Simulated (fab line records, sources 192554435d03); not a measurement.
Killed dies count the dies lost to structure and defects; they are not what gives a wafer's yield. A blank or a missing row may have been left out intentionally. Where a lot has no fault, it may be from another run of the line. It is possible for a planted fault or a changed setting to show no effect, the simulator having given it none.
Struck lot and sound lot, side by side | flow n5-finfet | 29 out of 1938 route steps
Sound: wafers L330.2, L330.3, L330.5. Wafers L340.1, L340.4, L340.5 were the ones struck. The cause comes at the end.
For every step that has rows: the tool of each side, followed by ch and its chambers, followed by its first start. Under that, the readings that differ: sound wafers | struck wafers | difference of the means | sigmas: that difference in standard deviations of wafers without a fault.
alike: readings whose means differ by less than 2 such deviations, and words and numbers that are the same on both sides. not compared: withheld readings, readings that some wafer has no value for, bounds like >300 that may hide the same value, and numbers for which the record gives no deviation and whose values overlap.
A row with sigmas, a row that says differs or no value, or rows on one side alone: a step with any of these is where the two part. Numbers that don't overlap but have no deviation are shown without sigmas and don't part them. A reading missing from all wafers of one side parts the sides only when that side holds two or more wafers.

first, 5 steps without rows for these wafers: N5_BEOL_M6_ETCH_72 (etches underlayer in N2/H2, target depth 6.5 nm, time 5.2 s); N5_BEOL_M6_ETCH_65 (etches SiARC in CF4, target depth 15.6 nm, time 26 s); N5_BEOL_M6_ETCH_66 (etches SOC in N2/H2, target depth 80 nm, overetch 16 nm, time 120 s); N5_BEOL_M6_STRIP_69 (strips in N2/H2); N5_BEOL_M6_STRIP_73 (strips in N2/H2).
N5_BEOL_M6_VIA_ETCH_34: etches SiCOH lowk in C4F6/O2, target depth 126.3 nm, time 50.9 s.
  sound on rie-diel-01 ch 0,2, day 11 03:35; struck on rie-diel-03 ch 1,2, day 13 09:51
  reading                | sound             | struck            | difference | sigmas
  oes_f_703_au (a.u.)    | 0.80 0.90 0.90    | 0.67 0.75 0.67    | -0.17      | -2
  oes-product-au (a.u.)  | 0.80 0.92 0.92    | 0.67 0.76 0.67    | -0.18      | -2
  throttle-valve-pct (%) | 20.70 20.29 20.29 | 21.25 20.63 21.26 | +0.62      | +2
  alike: drypump-motor-current-A, rf-vpp-V, showerhead-plenum-p-Torr
  not compared: rf-hours-counter-h
then, 3 steps without rows for these wafers: N5_BEOL_M6_STRIP_76 (strips in C4F6/O2); N5_BEOL_M6_STRIP_36 (strips in N2/H2); N5_BEOL_M6_TRENCH_ETCH_37 (etches SiCOH lowk in C4F6/O2, target depth 94.435 nm, time 31.5 s).
N5_BEOL_M6_ETCH_41: etches SiCN in CH3F/O2, target depth 29.7 nm, time 52 s.
  sound on rie-diel-01 ch 0,2; struck on rie-diel-03 ch 1,2
  reading                | sound             | struck            | difference | sigmas
  oes-product-au (a.u.)  | 0.80 0.93 0.93    | 0.68 0.76 0.67    | -0.18      | -2
  throttle-valve-pct (%) | 16.10 15.72 15.71 | 16.72 16.09 16.70 | +0.66      | +3
  alike: drypump-motor-current-A, rf-vpp-V, showerhead-plenum-p-Torr
  not compared: rf-hours-counter-h
then, 1 step without rows for these wafers: N5_BEOL_M6_STRIP_80 (strips in N2/H2, time 10 s).
N5_BEOL_M6_OCD_MEAS_38:
  sound on ocd-01 at day 11 03:50; struck on ocd-01 at day 13 10:06
  reading              | sound          | struck         | difference | sigmas
  trench-depth-nm (nm) | 95.9 94.8 94.6 | 91.6 93.1 92.2 | -2.8       | -3
N5_BEOL_M6_HM_STRIP_39: strips TiN in peroxide tin strip, target depth 25 nm, time 158 s.
  sound on wet-bench-03 ch 0,3,4, day 11 03:52; struck on wet-bench-03 ch 1,6,7, day 13 10:08
  no value came back on the struck wafers for bath-guard-temp-C (C), bath-heat-duty-pct (%), temp-c (C); on the sound wafers bath-guard-temp-C (C) reads 49.7 49.9 49.6
  reading                                    | sound | struck         | difference | sigmas
  model.TiN_of_BEOL_M6_HM_DEP_02.thk-nm (nm) | 0 0 0 | 17.4 17.6 17.6 | +17.5      |
then, 1 step without rows for these wafers: N5_BEOL_M6_SRD_40 (time 30 s).
N5_BEOL_M6_PRECLEAN_42: cleans in residue remover, time 60 s.
  sound on wet-bench-03 ch 0,3,4, day 11 03:56; struck on wet-bench-03 ch 1,6,7, day 13 10:11
  reading                                    | sound | struck      | difference | sigmas
  model.TiN_of_BEOL_M6_HM_DEP_02.thk-nm (nm) | 0 0 0 | 6.4 6.6 6.6 | +6.5       |
  alike: temp-c
then, 1 step without rows for these wafers: N5_BEOL_M6_SRD_43 (time 30 s).
N5_BEOL_M6_CD_MEAS_35: target cd 40 nm, target cd y 28 nm.
  sound on cd-sem-02 at day 11 03:59; struck on cd-sem-03 at day 13 10:15
  alike: cd-nm
then, 1 step without rows for these wafers: N5_BEOL_M6_CURE_75 (cures SiCOH lowk, time 120 s).
N5_BEOL_M6_DEGAS_44: time 60 s.
  sound on pvd-sputter-03 at day 11 04:21; struck on pvd-sputter-02 at day 13 10:40
  alike: heater-power-w, susceptor-temp-C
then, 1 step without rows for these wafers: N5_BEOL_M6_PRE_CLEAN_45 (time 30 s).
N5_BEOL_M6_ALD_77: deposits TaN, target thk 2 nm, pulse time 2 s, purge time 3 s.
  sound on ald-metal-04 ch 1,2,3, day 11 04:27; struck on ald-metal-01 ch 0,2,3, day 13 10:46
  alike: heater-power-w, mfc-carrier-sccm, susceptor-temp-C
N5_BEOL_M6_SURFACE_TREAT_79:
  sound on pvd-sputter-01 at day 11 04:44; struck on pvd-sputter-02 at day 13 11:04
  not compared: throttle-valve-pct
then, 4 steps without rows for these wafers: N5_BEOL_M6_CVD_78 (deposits Co from CCTBA/H2, target thk 2 nm, time 142.3 s); N5_BEOL_M6_SPUTTER_48 (material Cu, target thk 10 nm, time 1.667 s); N5_BEOL_M6_ECD_50 (material Cu, target thk 300 nm); N5_BEOL_M6_ANNEAL_51 (time 90 s).
N5_BEOL_M6_CMP_52: polishes, stops on SiCOH lowk, t overpolish 6.9 s, target thk 80 nm.
  sound on cmp-04 ch 1,2, day 11 07:11; struck on cmp-03 ch 2,3, day 13 12:25
  reading                      | sound          | struck         | difference | sigmas
  barrier-field-endpoint-s (s) | 29.1 29.6 30.0 | 37.1 37.4 38.2 | +8.0       | +12
  alike: clearing-platen-rpm, motor-current-A
N5_BEOL_M6_THK_MEAS_53: measures by xrf.
  sound on film-metro-02 at day 11 07:29; struck on film-metro-01 at day 13 12:43
  reading     | sound          | struck         | difference | sigmas
  M6_THK (nm) | 81.0 80.6 80.4 | 75.4 75.9 74.2 | -5.5       | -3
-- record jumps: 3 days separate the struck wafers' starts on either side; left off in module BEOL_M6, taken up again in module PASSIVATION, whose first shown step is the route's number 1936 --
N5_PASSIVATION_PROBE_49:
  record: rows for the struck wafers here (prober-01, day 16 19:47), none for the sound ones

== WHERE THEY PART ==
At N5_BEOL_M6_VIA_ETCH_34 first; at N5_PASSIVATION_PROBE_49 last (within this record only).

WHY: the cause the simulator had injected
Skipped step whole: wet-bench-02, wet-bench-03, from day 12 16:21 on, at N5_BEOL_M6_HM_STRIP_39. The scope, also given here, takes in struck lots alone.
